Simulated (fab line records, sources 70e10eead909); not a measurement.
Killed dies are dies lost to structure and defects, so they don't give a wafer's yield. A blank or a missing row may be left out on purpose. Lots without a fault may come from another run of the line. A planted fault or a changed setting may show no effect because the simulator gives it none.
Which tool did it? | flow nand_harc | 14 lots, 42 wafers sampled, at 5 steps of a route of 1302

WHAT THE GAUGES READ, wafer by wafer
NHARC_A_M1_THK_MEAS_24: measures by xrf. Usual: thk_nm 154.4 nm, standard deviation 1.5.
lot  | measured     | on            | thk_nm (nm)       | flag
L206 | day 23 05:17 | film_metro-01 | 151.8 152.7 152.7 |
L209 | day 24 00:44 | film_metro-02 | 156.8 155.4 155.2 |
L208 | day 24 01:20 | film_metro-02 | 155.0 153.1 152.5 |
L207 | day 24 02:31 | film_metro-02 | 155.8 155.7 154.6 |
L210 | day 24 12:02 | film_metro-02 | 155.1 153.4 155.3 |
L212 | day 25 14:06 | film_metro-02 | 155.4 154.7 155.7 |
L211 | day 26 03:48 | film_metro-01 | 155.2 155.2 155.4 |
L220 | day 28 12:50 | film_metro-02 | 152.6 154.9 155.4 |
L221 | day 29 17:13 | film_metro-01 | 155.9 153.6 156.3 |
L223 | day 30 15:25 | film_metro-02 | 156.9 156.0 153.0 |
L227 | day 32 09:20 | film_metro-02 | 154.2 154.1 151.7 |
L229 | day 32 16:30 | film_metro-02 | 155.1 153.6 154.5 |
L226 | day 32 17:59 | film_metro-02 | 153.0 152.6 151.3 |
L228 | day 33 01:56 | film_metro-02 | 154.0 154.7 152.5 |

NHARC_END_SORT_01. Usual: killed_at_array 52, standard deviation 17; killed_at_other 0.9, standard deviation 1.2; killed_at_periphery 3.9, standard deviation 2.7; killed_dies 57, standard deviation 16; killed_open 3.3, standard deviation 1.9; killed_short 2.5, standard deviation 1.5.
lot  | measured     | on        | killed_at_array | killed_at_other | killed_at_periphery | killed_dies | killed_open | killed_short | flag
L220 | day 30 01:46 | prober-02 | 131 20 20       | 0 0 2           | 5 8 8               | 136 28 30   | 0 4 2       | 2 0 1        |
L221 | day 31 01:38 | prober-02 | 38 49 131       | 1 0 1           | 2 9 3               | 41 58 135   | 3 4 4       | 2 0 0        |

WHICH TOOL RAN EACH LOT (tool, then ch and the chambers of the sampled wafers, then the start)
lot  | NHARC_A_CONTACT_ETCH_137             | NHARC_THIN_TSV_ETCH_15           | NHARC_THIN_TSV_STRIP_62
L206 | har_cap_etch-02 ch 0,1, day 22 14:19 | rie_si-06 ch 1,3, day 23 23:37   | plasma_asher-01 ch 0, day 24 01:24
L209 | har_cap_etch-01 ch 1, day 23 07:52   | rie_si-04 ch 1,2,3, day 24 19:01 | plasma_asher-02 ch 0,1, day 24 20:55
L208 | har_cap_etch-03 ch 0,1, day 23 09:07 | rie_si-04 ch 0,1,3, day 24 21:23 | plasma_asher-01 ch 0,1, day 24 23:09
L207 | har_cap_etch-02 ch 0,1, day 23 11:35 | rie_si-06 ch 1,2, day 24 20:25   | plasma_asher-01 ch 0,1, day 24 22:16
L210 | har_cap_etch-03 ch 0,1, day 23 20:01 | rie_si-06 ch 0,1,2, day 25 07:21 | plasma_asher-02 ch 0, day 25 09:07
L212 | har_cap_etch-01 ch 0,1, day 24 22:38 | rie_si-01 ch 1,2,3, day 26 08:04 | plasma_asher-01 ch 0,1, day 26 10:01
L211 | har_cap_etch-01 ch 0,1, day 25 12:35 | rie_si-04 ch 0,1,2, day 26 21:56 | plasma_asher-01 ch 1, day 26 23:41
L220 | har_cap_etch-03 ch 0,1, day 27 21:59 | rie_si-01 ch 1,2,3, day 29 07:04 | plasma_asher-02 ch 0,1, day 29 08:56
L221 | har_cap_etch-03 ch 0,1, day 29 01:43 | rie_si-06 ch 0,1,2, day 30 11:41 | plasma_asher-02 ch 0,1, day 30 13:29
L223 | har_cap_etch-01 ch 0,1, day 30 00:07 | rie_si-04 ch 1,2, day 31 08:39   | plasma_asher-01 ch 0,1, day 31 10:25
L227 | har_cap_etch-02 ch 0,1, day 31 18:30 | rie_si-06 ch 0,2, day 33 03:47   | plasma_asher-02 ch 0,1, day 33 05:40
L229 | har_cap_etch-02 ch 0,1, day 32 01:35 | rie_si-06 ch 0,1, day 33 11:44   | plasma_asher-01 ch 0,1, day 33 13:46
L226 | har_cap_etch-01 ch 0,1, day 32 03:02 | rie_si-04 ch 2,3, day 33 12:52   | plasma_asher-01 ch 0,1, day 33 14:38
L228 | har_cap_etch-01 ch 0,1, day 32 10:52 | rie_si-04 ch 1,2,3, day 33 23:55 | plasma_asher-02 ch 0,1, day 34 01:43
- NHARC_A_CONTACT_ETCH_137: etches the open film in C4F8/O2/Ar, time 311 s, target depth 1912 nm.
- NHARC_THIN_TSV_ETCH_15: target depth 3000 nm, bosch target overetch cycles 2, bosch etch step 2.8 s.
- NHARC_THIN_TSV_STRIP_62: strips in N2/H2, time 20 s.

WHAT THE TOOLS THEMSELVES READ (means of the sampled wafers that have a number; where no wafer has one, the mark that the record gives instead)
NHARC_THIN_TSV_ETCH_15. Usual: drypump_motor_current_A 5.8 A, standard deviation 0.45.
lot  | tool      | drypump_motor_current_A (A) | flag
L206 | rie_si-06 | 6.2                         |
L209 | rie_si-04 | 5.7                         |
L208 | rie_si-04 | 5.9                         |
L207 | rie_si-06 | 6.1                         |
L210 | rie_si-06 | 5.8                         |
L212 | rie_si-01 | 6.1                         |
L211 | rie_si-04 | 5.6                         |
L220 | rie_si-01 | 6.1                         |
L221 | rie_si-06 | 5.8                         |
L223 | rie_si-04 | 5.8                         |
L227 | rie_si-06 | 5.8                         |
L229 | rie_si-06 | 5.8                         |
L226 | rie_si-04 | 5.3                         |
L228 | rie_si-04 | 5.7                         |

NHARC_THIN_TSV_STRIP_62. Usual: drypump_motor_current_A 5.7 A, standard deviation 0.39; heater_power_w 334 W, standard deviation 36.
lot  | tool            | drypump_motor_current_A (A) | heater_power_w (W) | flag
L206 | plasma_asher-01 | 6.2                         | 309                |
L209 | plasma_asher-02 | 5.5                         | 379                |
L208 | plasma_asher-01 | 5.6                         | 312                |
L207 | plasma_asher-01 | 5.6                         | 303                |
L210 | plasma_asher-02 | 5.8                         | 330                |
L212 | plasma_asher-01 | 6.0                         | 313                |
L211 | plasma_asher-01 | 5.3                         | 301                |
L220 | plasma_asher-02 | 5.7                         | 354                |
L221 | plasma_asher-02 | 5.7                         | 347                |
L223 | plasma_asher-01 | 5.9                         | 313                |
L227 | plasma_asher-02 | 5.5                         | 376                |
L229 | plasma_asher-01 | 5.6                         | 306                |
L226 | plasma_asher-01 | 6.0                         | 319                |
L228 | plasma_asher-02 | 5.5                         | 382                |

THE ANSWER, worked out from the rows above alone
Rule: a lot is off if the mean of its wafers that have a number lies more than 3 standard deviations from the usual mean. A lot without any number at a reading at which 4 lots or more have one is off too. The other lots that the step has rows for count as sound. The gauges are gone through in route order, then the tools' own readings, and for those a lot's mean is taken as printed above. The first step at which some lot is off is used, and at that step the reading that is off furthest; a lot without a number counts as furthest.
No lot is off at any reading shown: from this, nothing can be told.

WHAT THE SIMULATOR HAD PUT IN
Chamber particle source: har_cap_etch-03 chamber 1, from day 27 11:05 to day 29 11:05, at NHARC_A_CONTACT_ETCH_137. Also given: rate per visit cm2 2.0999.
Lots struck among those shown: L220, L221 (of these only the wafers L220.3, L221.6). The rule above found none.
